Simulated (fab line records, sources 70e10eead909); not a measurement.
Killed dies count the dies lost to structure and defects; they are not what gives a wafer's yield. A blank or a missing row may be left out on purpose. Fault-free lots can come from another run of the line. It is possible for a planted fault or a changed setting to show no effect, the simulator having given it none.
What tool caused it? || flow nand-harc || 36 wafers from 12 lots sampled at 5 of the route's 1159 steps

== WHAT EACH GAUGE READ, for each wafer ==
NHARC_A_BONDPAD_THK_MEAS_30: measures by ellipsometry. Usual: 200.2 nm for thk-nm, sd 1.7.
{"lot": "L155", "measured": "day 18 16:52", "on": "film-metro-01", "thk-nm (nm)": "199.9 204.6 198.8", "flag": ""}
{"lot": "L156", "measured": "day 19 05:10", "on": "film-metro-02", "thk-nm (nm)": "201.0 201.5 203.3", "flag": ""}
{"lot": "L160", "measured": "day 19 15:46", "on": "film-metro-02", "thk-nm (nm)": "200.9 204.2 199.9", "flag": ""}
{"lot": "L159", "measured": "day 19 21:29", "on": "film-metro-02", "thk-nm (nm)": "200.9 204.5 201.8", "flag": ""}
{"lot": "L163", "measured": "day 20 15:38", "on": "film-metro-01", "thk-nm (nm)": "199.9 202.3 200.3", "flag": ""}
{"lot": "L165", "measured": "day 20 18:57", "on": "film-metro-01", "thk-nm (nm)": "198.4 198.2 200.4", "flag": ""}
{"lot": "L164", "measured": "day 20 22:40", "on": "film-metro-01", "thk-nm (nm)": "196.0 199.8 199.8", "flag": ""}
{"lot": "L166", "measured": "day 20 22:56", "on": "film-metro-02", "thk-nm (nm)": "198.4 198.7 201.1", "flag": ""}
{"lot": "L170", "measured": "day 21 02:46", "on": "film-metro-01", "thk-nm (nm)": "197.9 201.0 198.3", "flag": ""}
{"lot": "L173", "measured": "day 22 11:11", "on": "film-metro-02", "thk-nm (nm)": "199.5 200.3 198.4", "flag": ""}
{"lot": "L177", "measured": "day 23 01:45", "on": "film-metro-01", "thk-nm (nm)": "203.2 199.4 201.6", "flag": ""}
{"lot": "L175", "measured": "day 23 08:14", "on": "film-metro-01", "thk-nm (nm)": "197.7 199.3 199.2", "flag": ""}

NHARC_END_SORT_01. Usual: defect-limited-yield 95.4 %, standard deviation 1.5; killed-at-array 28, standard deviation 10; killed-at-other 0.5, standard deviation 0.82; killed-at-periphery 3.4, standard deviation 2.2; killed-dies 31, standard deviation 10; killed-open 3.4, standard deviation 1.9; killed-short 1.9, standard deviation 1.3; sort_bin_2_pct 1.5 %, standard deviation 0.6; sort_bin_3_pct 0.29 %, standard deviation 0.24; sort_bin_4_pct 2.9 %, standard deviation 0.97; sort-n-pass 646, standard deviation 10; sort-rim-yield-pct 94.7 %, standard deviation 3; sort-yield-pct 95.4 %, standard deviation 1.5.
{"lot": "L160", "measured": "day 21 00:33", "on": "prober-01", "defect-limited-yield (%)": "96.0 95.3 94.8", "killed-at-array": "23 27 30", "killed-at-other": "0 0 0", "killed-at-periphery": "4 5 5", "killed-dies": "27 32 35", "killed-open": "3 5 4", "killed-short": "2 1 2", "sort_bin_2_pct (%)": "1.6 1.5 1.6", "sort_bin_3_pct (%)": "0.30 0.30 0.30", "sort_bin_4_pct (%)": "2.1 3.0 3.2", "sort-n-pass": "650 645 642", "sort-rim-yield-pct (%)": "93.4 93.4 98.1", "sort-yield-pct (%)": "96.0 95.3 94.8", "flag": ""}
{"lot": "L165", "measured": "day 22 03:38", "on": "prober-02", "defect-limited-yield (%)": "96.0 96.0 94.8", "killed-at-array": "20 24 27", "killed-at-other": "0 0 0", "killed-at-periphery": "7 3 8", "killed-dies": "27 27 35", "killed-open": "0 5 6", "killed-short": "2 0 1", "sort_bin_2_pct (%)": "1.0 1.5 1.5", "sort_bin_3_pct (%)": "0.15 0.30 0.30", "sort_bin_4_pct (%)": "2.8 2.2 3.4", "sort-n-pass": "650 650 642", "sort-rim-yield-pct (%)": "99.1 95.3 92.5", "sort-yield-pct (%)": "96.0 96.0 94.8", "flag": ""}
{"lot": "L170", "measured": "day 22 21:35", "on": "prober-01", "defect-limited-yield (%)": "96.8 97.5 97.0", "killed-at-array": "18 16 16", "killed-at-other": "0 0 0", "killed-at-periphery": "4 1 4", "killed-dies": "22 17 20", "killed-open": "6 3 7", "killed-short": "1 3 1", "sort_bin_2_pct (%)": "1.2 1.2 0.7", "sort_bin_3_pct (%)": "0.30 0 0.15", "sort_bin_4_pct (%)": "1.8 1.3 2.1", "sort-n-pass": "655 660 657", "sort-rim-yield-pct (%)": "99.1 97.2 97.2", "sort-yield-pct (%)": "96.8 97.5 97.0", "flag": ""}
{"lot": "L173", "measured": "day 23 17:34", "on": "prober-01", "defect-limited-yield (%)": "92.3 93.2 92.8", "killed-at-array": "48 44 48", "killed-at-other": "0 0 0", "killed-at-periphery": "4 2 1", "killed-dies": "52 46 49", "killed-open": "3 2 1", "killed-short": "2 1 4", "sort_bin_2_pct (%)": "2.5 2.4 1.9", "sort_bin_3_pct (%)": "0.74 0.30 0.44", "sort_bin_4_pct (%)": "4.4 4.1 4.9", "sort-n-pass": "625 631 628", "sort-rim-yield-pct (%)": "89.6 94.3 90.6", "sort-yield-pct (%)": "92.3 93.2 92.8", "flag": ""}

== TOOL THAT RAN EACH LOT (tool first, then ch and the chambers of the sampled wafers, then the start) ==
{"lot": "L155", "NHARC_A_BONDPAD_CMP_29": "cmp-01 ch 0,2,3, day 18 16:39", "NHARC_A_BONDPAD_ETCH_12": "rie-diel-03 ch 0,1,2, day 18 18:21", "NHARC_A_BONDPAD_DEGAS_25": "pvd-sputter-03, day 18 19:13"}
{"lot": "L156", "NHARC_A_BONDPAD_CMP_29": "cmp-04 ch 0,3, day 19 04:56", "NHARC_A_BONDPAD_ETCH_12": "rie-diel-07 ch 0,1,2, day 19 06:02", "NHARC_A_BONDPAD_DEGAS_25": "pvd-sputter-02, day 19 06:46"}
{"lot": "L160", "NHARC_A_BONDPAD_CMP_29": "cmp-04 ch 1,3, day 19 15:31", "NHARC_A_BONDPAD_ETCH_12": "rie-diel-03 ch 0,1, day 19 16:35", "NHARC_A_BONDPAD_DEGAS_25": "pvd-sputter-02, day 19 17:21"}
{"lot": "L159", "NHARC_A_BONDPAD_CMP_29": "cmp-04 ch 0,3, day 19 21:15", "NHARC_A_BONDPAD_ETCH_12": "rie-diel-03 ch 0,3, day 19 22:28", "NHARC_A_BONDPAD_DEGAS_25": "pvd-sputter-01, day 19 23:17"}
{"lot": "L163", "NHARC_A_BONDPAD_CMP_29": "cmp-01 ch 0,1,2, day 20 15:28", "NHARC_A_BONDPAD_ETCH_12": "rie-diel-03 ch 0,1,3, day 20 16:29", "NHARC_A_BONDPAD_DEGAS_25": "pvd-sputter-01, day 20 17:14"}
{"lot": "L165", "NHARC_A_BONDPAD_CMP_29": "cmp-03 ch 1,2,3, day 20 18:42", "NHARC_A_BONDPAD_ETCH_12": "rie-diel-03 ch 0,2,3, day 20 19:47", "NHARC_A_BONDPAD_DEGAS_25": "pvd-sputter-02, day 20 20:32"}
{"lot": "L164", "NHARC_A_BONDPAD_CMP_29": "cmp-03 ch 0,1,2, day 20 22:30", "NHARC_A_BONDPAD_ETCH_12": "rie-diel-03 ch 0,3, day 20 23:35", "NHARC_A_BONDPAD_DEGAS_25": "pvd-sputter-02, day 21 00:21"}
{"lot": "L166", "NHARC_A_BONDPAD_CMP_29": "cmp-04 ch 0,1,2, day 20 22:44", "NHARC_A_BONDPAD_ETCH_12": "rie-diel-03 ch 0,2, day 21 00:00", "NHARC_A_BONDPAD_DEGAS_25": "pvd-sputter-01, day 21 00:47"}
{"lot": "L170", "NHARC_A_BONDPAD_CMP_29": "cmp-01 ch 0,1,3, day 21 02:34", "NHARC_A_BONDPAD_ETCH_12": "rie-diel-03 ch 0,3, day 21 03:45", "NHARC_A_BONDPAD_DEGAS_25": "pvd-sputter-01, day 21 04:31"}
{"lot": "L173", "NHARC_A_BONDPAD_CMP_29": "cmp-01 ch 0,2,3, day 22 10:58", "NHARC_A_BONDPAD_ETCH_12": "rie-diel-03 ch 1,3, day 22 12:10", "NHARC_A_BONDPAD_DEGAS_25": "pvd-sputter-02, day 22 13:03"}
{"lot": "L177", "NHARC_A_BONDPAD_CMP_29": "cmp-03 ch 1,2,3, day 23 01:33", "NHARC_A_BONDPAD_ETCH_12": "rie-diel-03 ch 1,2,3, day 23 02:36", "NHARC_A_BONDPAD_DEGAS_25": "pvd-sputter-02, day 23 03:21"}
{"lot": "L175", "NHARC_A_BONDPAD_CMP_29": "cmp-01 ch 0,1,2, day 23 08:00", "NHARC_A_BONDPAD_ETCH_12": "rie-diel-07 ch 0,1,2, day 23 09:11", "NHARC_A_BONDPAD_DEGAS_25": "pvd-sputter-01, day 23 10:00"}
- NHARC_A_BONDPAD_CMP_29: polishes SiCN, target thk 200 nm.
- NHARC_A_BONDPAD_ETCH_12: etches the open film in CHF3/O2, target depth 220 nm, time 110 s.
- NHARC_A_BONDPAD_DEGAS_25: time 60 s.

== WHAT THE TOOLS THEMSELVES READ (means of the sampled wafers that have a number; where no wafer has one, the mark that the record gives instead) ==
NHARC_A_BONDPAD_CMP_29. Usual: 12.7 A for motor-current-A, sd 1.3.
{"lot": "L155", "tool": "cmp-01", "motor-current-A (A)": 12.6, "flag": ""}
{"lot": "L156", "tool": "cmp-04", "motor-current-A (A)": 12.3, "flag": ""}
{"lot": "L160", "tool": "cmp-04", "motor-current-A (A)": 13.9, "flag": ""}
{"lot": "L159", "tool": "cmp-04", "motor-current-A (A)": 12.3, "flag": ""}
{"lot": "L163", "tool": "cmp-01", "motor-current-A (A)": 12.7, "flag": ""}
{"lot": "L165", "tool": "cmp-03", "motor-current-A (A)": 12.7, "flag": ""}
{"lot": "L164", "tool": "cmp-03", "motor-current-A (A)": 13.6, "flag": ""}
{"lot": "L166", "tool": "cmp-04", "motor-current-A (A)": 12.4, "flag": ""}
{"lot": "L170", "tool": "cmp-01", "motor-current-A (A)": 12.5, "flag": ""}
{"lot": "L173", "tool": "cmp-01", "motor-current-A (A)": 12.9, "flag": ""}
{"lot": "L177", "tool": "cmp-03", "motor-current-A (A)": 12.8, "flag": ""}
{"lot": "L175", "tool": "cmp-01", "motor-current-A (A)": 12.6, "flag": ""}

NHARC_A_BONDPAD_ETCH_12. Usual: for drypump-motor-current-A, 5.7 A with a standard deviation of 0.4; for mfc-ar-sccm, 200.1 sccm with a standard deviation of 0.65; for oes-product-au, 0.949 a.u. with a standard deviation of 0.021; for rf-fwd-power-W, 497.1 W with a standard deviation of 1.9; for rf-vpp-V, 370.5 V with a standard deviation of 2.3; for showerhead-plenum-p-Torr, 2.40 Torr with a standard deviation of 0.097; for throttle-valve-pct, 20.573 % with a standard deviation of 0.0093.
{"lot": "L155", "tool": "rie-diel-03", "drypump-motor-current-A (A)": 5.6, "mfc-ar-sccm (sccm)": 200.4, "oes-product-au (a.u.)": 0.916, "rf-fwd-power-W (W)": 497.3, "rf-vpp-V (V)": 369.8, "showerhead-plenum-p-Torr (Torr)": 2.35, "throttle-valve-pct (%)": 20.570, "flag": ""}
{"lot": "L156", "tool": "rie-diel-07", "drypump-motor-current-A (A)": 5.9, "mfc-ar-sccm (sccm)": 199.3, "oes-product-au (a.u.)": 0.969, "rf-fwd-power-W (W)": 495.2, "rf-vpp-V (V)": 372.1, "showerhead-plenum-p-Torr (Torr)": 2.48, "throttle-valve-pct (%)": 20.582, "flag": ""}
{"lot": "L160", "tool": "rie-diel-03", "drypump-motor-current-A (A)": 5.2, "mfc-ar-sccm (sccm)": 199.9, "oes-product-au (a.u.)": 0.972, "rf-fwd-power-W (W)": 497.2, "rf-vpp-V (V)": 370.3, "showerhead-plenum-p-Torr (Torr)": 2.40, "throttle-valve-pct (%)": 20.565, "flag": ""}
{"lot": "L159", "tool": "rie-diel-03", "drypump-motor-current-A (A)": 5.8, "mfc-ar-sccm (sccm)": 200.9, "oes-product-au (a.u.)": 0.945, "rf-fwd-power-W (W)": 497.7, "rf-vpp-V (V)": 370.8, "showerhead-plenum-p-Torr (Torr)": 2.43, "throttle-valve-pct (%)": 20.568, "flag": ""}
{"lot": "L163", "tool": "rie-diel-03", "drypump-motor-current-A (A)": 5.5, "mfc-ar-sccm (sccm)": 200.1, "oes-product-au (a.u.)": 0.966, "rf-fwd-power-W (W)": 497.3, "rf-vpp-V (V)": 371.6, "showerhead-plenum-p-Torr (Torr)": 2.41, "throttle-valve-pct (%)": 20.573, "flag": ""}
{"lot": "L165", "tool": "rie-diel-03", "drypump-motor-current-A (A)": 5.9, "mfc-ar-sccm (sccm)": 200.0, "oes-product-au (a.u.)": 0.920, "rf-fwd-power-W (W)": 496.9, "rf-vpp-V (V)": 369.1, "showerhead-plenum-p-Torr (Torr)": 2.37, "throttle-valve-pct (%)": 20.577, "flag": ""}
{"lot": "L164", "tool": "rie-diel-03", "drypump-motor-current-A (A)": 5.8, "mfc-ar-sccm (sccm)": 200.3, "oes-product-au (a.u.)": 0.942, "rf-fwd-power-W (W)": 496.4, "rf-vpp-V (V)": 371.4, "showerhead-plenum-p-Torr (Torr)": 2.42, "throttle-valve-pct (%)": 20.572, "flag": ""}
{"lot": "L166", "tool": "rie-diel-03", "drypump-motor-current-A (A)": 5.8, "mfc-ar-sccm (sccm)": 199.7, "oes-product-au (a.u.)": 0.949, "rf-fwd-power-W (W)": 499.1, "rf-vpp-V (V)": 367.6, "showerhead-plenum-p-Torr (Torr)": 2.29, "throttle-valve-pct (%)": 20.575, "flag": ""}
{"lot": "L170", "tool": "rie-diel-03", "drypump-motor-current-A (A)": 5.8, "mfc-ar-sccm (sccm)": 199.8, "oes-product-au (a.u.)": 0.970, "rf-fwd-power-W (W)": 497.8, "rf-vpp-V (V)": 369.4, "showerhead-plenum-p-Torr (Torr)": 2.35, "throttle-valve-pct (%)": 20.572, "flag": ""}
{"lot": "L173", "tool": "rie-diel-03", "drypump-motor-current-A (A)": 5.6, "mfc-ar-sccm (sccm)": 199.9, "oes-product-au (a.u.)": 1.040, "rf-fwd-power-W (W)": 556.2, "rf-vpp-V (V)": 373.0, "showerhead-plenum-p-Torr (Torr)": 2.49, "throttle-valve-pct (%)": 20.561, "flag": "OFF"}
{"lot": "L177", "tool": "rie-diel-03", "drypump-motor-current-A (A)": 5.7, "mfc-ar-sccm (sccm)": 200.0, "oes-product-au (a.u.)": 1.008, "rf-fwd-power-W (W)": 556.9, "rf-vpp-V (V)": 371.0, "showerhead-plenum-p-Torr (Torr)": 2.43, "throttle-valve-pct (%)": 20.565, "flag": "OFF"}
{"lot": "L175", "tool": "rie-diel-07", "drypump-motor-current-A (A)": 5.9, "mfc-ar-sccm (sccm)": 200.1, "oes-product-au (a.u.)": 0.923, "rf-fwd-power-W (W)": 495.9, "rf-vpp-V (V)": 371.9, "showerhead-plenum-p-Torr (Torr)": 2.47, "throttle-valve-pct (%)": 20.574, "flag": ""}

NHARC_A_BONDPAD_DEGAS_25. Usual: 462 W for heater-power-w, sd 52.
{"lot": "L155", "tool": "pvd-sputter-03", "heater-power-w (W)": 421, "flag": ""}
{"lot": "L156", "tool": "pvd-sputter-02", "heater-power-w (W)": 473, "flag": ""}
{"lot": "L160", "tool": "pvd-sputter-02", "heater-power-w (W)": 506, "flag": ""}
{"lot": "L159", "tool": "pvd-sputter-01", "heater-power-w (W)": 417, "flag": ""}
{"lot": "L163", "tool": "pvd-sputter-01", "heater-power-w (W)": 447, "flag": ""}
{"lot": "L165", "tool": "pvd-sputter-02", "heater-power-w (W)": 510, "flag": ""}
{"lot": "L164", "tool": "pvd-sputter-02", "heater-power-w (W)": 485, "flag": ""}
{"lot": "L166", "tool": "pvd-sputter-01", "heater-power-w (W)": 438, "flag": ""}
{"lot": "L170", "tool": "pvd-sputter-01", "heater-power-w (W)": 425, "flag": ""}
{"lot": "L173", "tool": "pvd-sputter-02", "heater-power-w (W)": 516, "flag": ""}
{"lot": "L177", "tool": "pvd-sputter-02", "heater-power-w (W)": 498, "flag": ""}
{"lot": "L175", "tool": "pvd-sputter-01", "heater-power-w (W)": 433, "flag": ""}

== THE ANSWER, worked out from the rows above alone ==
Rule: a lot counts as off when the mean over its wafers that have a number is more than 3 standard deviations away from the usual mean. Also off: a lot with no number at a reading for which 4 or more lots have one. All remaining lots with rows at the step are treated as sound. The gauges are gone through in route order, then the tools' own readings, and for those a lot's mean is taken as printed above. At the first step where some lot is off, the reading lying furthest off is the one used; lots without a number count as furthest.
Off at NHARC_A_BONDPAD_ETCH_12 (rf-fwd-power-W): L173, L177.
A tool fits if, at that step or a process step before it, it ran every lot that is off, and no sound lot after the first of them. One fits: NHARC_A_BONDPAD_ETCH_12 on rie-diel-03. Its last sound lot is L170 (day 21 03:45), its first lot that is off L173 (day 22 12:10): a fault that began between those two fits.
The tool's own readings at NHARC_A_BONDPAD_ETCH_12 bear it out: on the lots that are off they differ by more than 5 times the standard deviation of the sound lots' means. rf-fwd-power-W reads 556.5 W there against 497.1 W on the sound lots.

== WHAT THE SIMULATOR HAD PUT IN ==
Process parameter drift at NHARC_A_BONDPAD_ETCH_12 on rie-diel-03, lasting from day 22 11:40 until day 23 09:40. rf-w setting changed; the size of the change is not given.
Lots struck among those shown: L173, L177. This agrees with what the rule above found.
